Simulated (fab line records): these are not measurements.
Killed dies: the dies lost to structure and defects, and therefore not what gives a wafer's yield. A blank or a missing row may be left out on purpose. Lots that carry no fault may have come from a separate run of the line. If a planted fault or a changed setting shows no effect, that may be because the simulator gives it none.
Comparing a struck lot with a sound one    flow n5 finfet    22 steps out of a route of 1938
Sound: wafers L338.3, L338.4, L338.6. Struck: wafer L332.5. (L332.4 of the same lot was not struck and is left out.) The cause comes at the end.
Each step with rows lists, per side, the tool, then ch with its chambers, then its first start. Under that, the readings that differ: sound wafers    struck wafers    difference of the means    sigmas: that difference in standard deviations of wafers without a fault.
alike: readings with means less than 2 such deviations apart, plus words and numbers identical on both sides. not compared: withheld readings, readings lacking a value on some wafer, bounds such as >300 that could conceal the same value, and numbers that have no deviation in the record and whose values overlap.
A row with sigmas, a row that says differs or no value, or rows on one side alone: a step with any of these is where the two part. Non-overlapping numbers with no deviation appear without sigmas and do not part them. Lack of a reading on every wafer of one side parts them only where that side has two or more wafers.

first, 9 steps without rows for these wafers: N5_DUMMY_GATE_EXPOSE_12 (exposes mask GATE, target cd 25 nm); N5_DUMMY_GATE_PEB_13 (peb time 60 s); N5_DUMMY_GATE_DEVELOP_14 (develop time 30 s); N5_DUMMY_GATE_DESCUM_20 (chemistry O2, time 6.2 s); N5_DUMMY_GATE_ETCH_29 (etches underlayer in N2/H2, target depth 13 nm); N5_DUMMY_GATE_ETCH_36 (etches SiARC in CF4, target depth 13 nm); N5_DUMMY_GATE_ETCH_37 (etches SOC in N2/H2, target depth 60 nm, overetch 30 nm); N5_DUMMY_GATE_STRIP_38 (strips in N2/H2); N5_DUMMY_GATE_STRIP_39 (strips in N2/H2).
N5_DUMMY_GATE_TRIM_49: chemistry O2, time 29 s, target cd 14 nm.
  sound on rie si-05 ch 2,3, day 8 17:10; struck on rie si-06 ch 1, day 7 03:35
reading                      sound              struck  difference  sigmas
oes product au (a.u.)        0.969 0.983 0.976  1.214   +0.238      +17
model.DUMMY_GATE.cd nm (nm)  14.2 13.6 14       10.6    -3.3        
  alike: chamber pressure mTorr, drypump motor current A, rf fwd power W, throttle valve pct
  not compared: rf hours counter h
then, 1 step without rows for these wafers: N5_DUMMY_GATE_STRIP_40 (strips in CF4).
N5_DUMMY_GATE_CD_MEAS_50 targets a cd of 14 nm.
  struck on cd sem-03, day 7 03:44; sound on cd sem-02, day 8 17:19
reading     sound           struck  difference  sigmas
cd nm (nm)  14.4 13.5 14.0  10.7    -3.3        -11
then, 6 steps without rows for these wafers: N5_DUMMY_GATE_ETCH_31 (etches SiO2 in C4F6/O2, target depth 82.5 nm, time 27.5 s); N5_DUMMY_GATE_STRIP_41 (strips in O2); N5_DUMMY_GATE_HM_OPEN_21 (chemistry CH3F/O2, target SiNx, target depth 120 nm, time 171.4 s); N5_DUMMY_GATE_ETCH_32 (etches SiO2 in CF4, target depth 3.5 nm, time 3.9 s); N5_DUMMY_GATE_ETCH_23 (etches poly-Si in HBr/Cl2/O2, target depth 41 nm, time 22.3 s); N5_DUMMY_GATE_ETCH_44 (etches poly-Si in HBr/O2, stops on SiO2, target depth 127.5 nm).
N5_DUMMY_GATE_CD_MEAS_24 targets a cd of 15 nm.
  struck on cd sem-03, day 7 04:14; sound on cd sem-02, day 8 17:49
reading     sound           struck  difference  sigmas
cd nm (nm)  15.0 14.7 15.3  11.7    -3.3        -11
N5_DUMMY_GATE_ETCH_42: etches SiO2 in CHF3/O2, target depth 3.5 nm, time 31 s.
  sound on rie diel-03 ch 0,1,3, day 8 17:52; struck on rie diel-01 ch 0, day 7 04:20
reading                      sound              struck  difference  sigmas
rf fwd power W (W)           597.7 599.7 597.2  591.2   -7.0        -3
model.DUMMY_GATE.cd nm (nm)  15.2 14.8 15       11.4    -3.6        
  alike: CHF3_flow_sccm, bias w, chamber pressure mTorr, drypump motor current A, oes product au, rf vpp V, showerhead plenum p Torr, throttle valve pct
  not compared: rf hours counter h
then, 1 step without rows for these wafers: N5_DUMMY_GATE_STRIP_48 (strips in N2/H2, time 20 s).
-- the record jumps here: 9 days lie between the struck wafers' starts before and after (it left off in module DUMMY_GATE and takes up again in module PASSIVATION, whose first step shown is number 1936 of the route) --
N5_PASSIVATION_PROBE_49:
  rows exist in the record for the struck wafers here (prober-02, day 16 04:56), but not for the sound ones

WHERE THEY PART
First at N5_DUMMY_GATE_TRIM_49; last, within this record, at N5_PASSIVATION_PROBE_49.

WHY: whatever the simulator had introduced
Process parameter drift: rie si-06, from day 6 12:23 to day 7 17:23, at N5_DUMMY_GATE_TRIM_49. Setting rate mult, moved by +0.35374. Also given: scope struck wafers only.
